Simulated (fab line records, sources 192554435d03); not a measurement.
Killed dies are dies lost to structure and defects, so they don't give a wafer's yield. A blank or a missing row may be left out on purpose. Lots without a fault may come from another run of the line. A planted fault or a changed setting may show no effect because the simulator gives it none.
A struck lot beside a sound one | flow n5_finfet | 16 steps out of a route of 1938
Sound: wafers L650.1, L650.3, L650.6. Struck: wafers L653.3, L653.4, L653.6. The cause comes at the end.
At each step with rows: each side's tool, then ch and its chambers, then its first start. Under that, the readings that differ: sound wafers | struck wafers | difference of the means | sigmas: that difference in standard deviations of wafers without a fault.
alike: readings whose means differ by less than 2 such deviations, and words and numbers that are the same on both sides. not compared: withheld readings, readings that some wafer has no value for, bounds like >300 that may hide the same value, and numbers for which the record gives no deviation and whose values overlap.
The two part at a step that has a row with sigmas, a row that says differs or no value, or rows on one side only. Numbers that don't overlap but have no deviation are shown without sigmas and don't part them. A reading that every wafer of one side lacks parts them only if that side has two wafers or more.

first, 4 steps without rows for these wafers: N5_MOL_CONTACT_COAG_SOFTBAKE_35 (time 60 s); N5_MOL_CONTACT_COAG_EXPOSE_37 (exposes mask VD, defocus 0 nm); N5_MOL_CONTACT_COAG_PEB_38 (peb time 60 s); N5_MOL_CONTACT_COAG_DEVELOP_39 (develop time 30 s).
N5_MOL_CONTACT_COAG_CD_MEAS_40: target cd 25.1 nm.
  sound on cd_sem-02 ch 0, day 5 09:13; struck on cd_sem-01 ch 0, day 6 13:53
  alike: cd_nm
N5_MOL_CONTACT_COAG_OVL_MEAS_41:
  sound on overlay-02 ch 0, day 5 09:15; struck on overlay-02 ch 0, day 6 13:56
  alike: VD_OVL
N5_MOL_CONTACT_COAG_INSPECT_42: inspects for defects (brightfield).
  sound on defect_inspect-02, day 5 09:19; struck on defect_inspect-02, day 6 13:59
  alike: raw_defect_count
N5_MOL_CONTACT_COAG_DESCUM_45: chemistry O2, time 7 s.
  sound on rie_diel-02 ch 0,2,3, day 5 09:21; struck on rie_diel-04 ch 0,2,3, day 6 14:01
  alike: drypump_motor_current_A, oes_product_au, rf_fwd_power_W, rf_vpp_V, showerhead_plenum_p_Torr, throttle_valve_pct
  not compared: rf_hours_counter_h
N5_MOL_CONTACT_COAG_ETCH_65: etches underlayer in N2/H2, target depth 13 nm, time 10.4 s.
  sound on rie_diel-02 ch 0,2,3, day 5 09:23; struck on rie_diel-04 ch 0,2,3, day 6 14:03
  reading                         | sound             | struck            | difference | sigmas
  rf_vpp_V (V)                    | 523.2 525.9 527.8 | 521.2 522.4 519.6 | -4.6       | -2
  showerhead_plenum_p_Torr (Torr) | 2.55 2.63 2.65    | 2.48 2.45 2.41    | -0.16      | -2
  alike: drypump_motor_current_A, etch_rf_on_time_s, oes_product_au, rf_fwd_power_W, throttle_valve_pct
  not compared: rf_hours_counter_h
N5_MOL_CONTACT_COAG_ETCH_66: etches SiARC in CF4, target depth 13 nm, time 21.7 s.
  sound on rie_diel-02 ch 0,2,3, day 5 09:24; struck on rie_diel-04 ch 0,2,3, day 6 14:04
  reading                         | sound          | struck         | difference | sigmas
  showerhead_plenum_p_Torr (Torr) | 2.14 2.21 2.22 | 2.09 2.07 2.04 | -0.12      | -2
  alike: drypump_motor_current_A, etch_rf_on_time_s, oes_product_au, rf_fwd_power_W, rf_vpp_V, throttle_valve_pct
  not compared: rf_hours_counter_h
N5_MOL_CONTACT_COAG_ALD_133: deposits SiO2, target thk 5 nm, pulse time 1 s, co reactant pulse time 1 s.
  sound on ald_sin-02 ch 1,2,3, day 5 11:06; struck on ald_sin-02 ch 0,1,2, day 6 14:09
  alike: heater_power_w, precursor_pulse_height_rel
N5_MOL_CONTACT_COAG_ETCHBACK_134: etches SiO2 in CHF3, target depth 10 nm, time 6.7 s.
  sound on rie_diel-01 ch 0,1, day 5 11:17; struck on rie_diel-02 ch 0,2, day 6 14:20
  reading               | sound          | struck         | difference | sigmas
  oes_product_au (a.u.) | 0.91 0.85 0.92 | 0.77 0.72 0.72 | -0.16      | -3
  alike: drypump_motor_current_A, rf_fwd_power_W, rf_vpp_V, showerhead_plenum_p_Torr, throttle_valve_pct
  not compared: rf_hours_counter_h
N5_MOL_CONTACT_COAG_ETCH_67: etches SOC in N2/H2, target depth 60 nm, overetch 21 nm, time 101.2 s.
  sound on rie_diel-01 ch 0,1, day 5 11:19; struck on rie_diel-02 ch 0,2, day 6 14:22
  reading                                             | sound             | struck               | difference | sigmas
  oes_product_au (a.u.)                               | 0.76 0.71 0.76    | 0.64 0.61 0.60       | -0.13      | -3
  rf_fwd_power_W (W)                                  | 836.2 842.1 838.6 | 1032.8 1041.0 1040.1 | +199.0     | +71
  rf_vpp_V (V)                                        | 524.8 524.8 524.7 | 490.8 490.0 488.3    | -35.1      | -18
  model.SiARC_of_MOL_CONTACT_COAG_COAT_63.thk_nm (nm) | 6 5.8 6           | 5.2 5.6 5.6          | -0.5       |
  alike: drypump_motor_current_A, showerhead_plenum_p_Torr, throttle_valve_pct
  not compared: rf_hours_counter_h
then, 1 step without rows for these wafers: N5_MOL_CONTACT_COAG_STRIP_68 (strips in N2/H2).
-- the record jumps here: 3 days lie between the struck wafers' starts before and after (it left off in module MOL_CONTACT_COAG and takes up again in module BEOL_M4, whose first step shown is number 1111 of the route) --
N5_BEOL_M4_RC_MEAS_101:
  sound on prober-02 ch 0, day 8 08:46; struck on prober-02 ch 0, day 9 22:16
  alike: DIBL_N, DIBL_P, IOFF_N, IOFF_P, ION_N, ION_P, SS_N, SS_P, VT_N, VT_P
then, 1 step without rows for these wafers: N5_PASSIVATION_PROBE_49.

WHERE THEY PART
First at N5_MOL_CONTACT_COAG_ETCH_65; last, within this record, at N5_MOL_CONTACT_COAG_ETCH_67. Later steps at which nothing parts them and some readings are alike: N5_BEOL_M4_RC_MEAS_101.

WHY: what the simulator had put in
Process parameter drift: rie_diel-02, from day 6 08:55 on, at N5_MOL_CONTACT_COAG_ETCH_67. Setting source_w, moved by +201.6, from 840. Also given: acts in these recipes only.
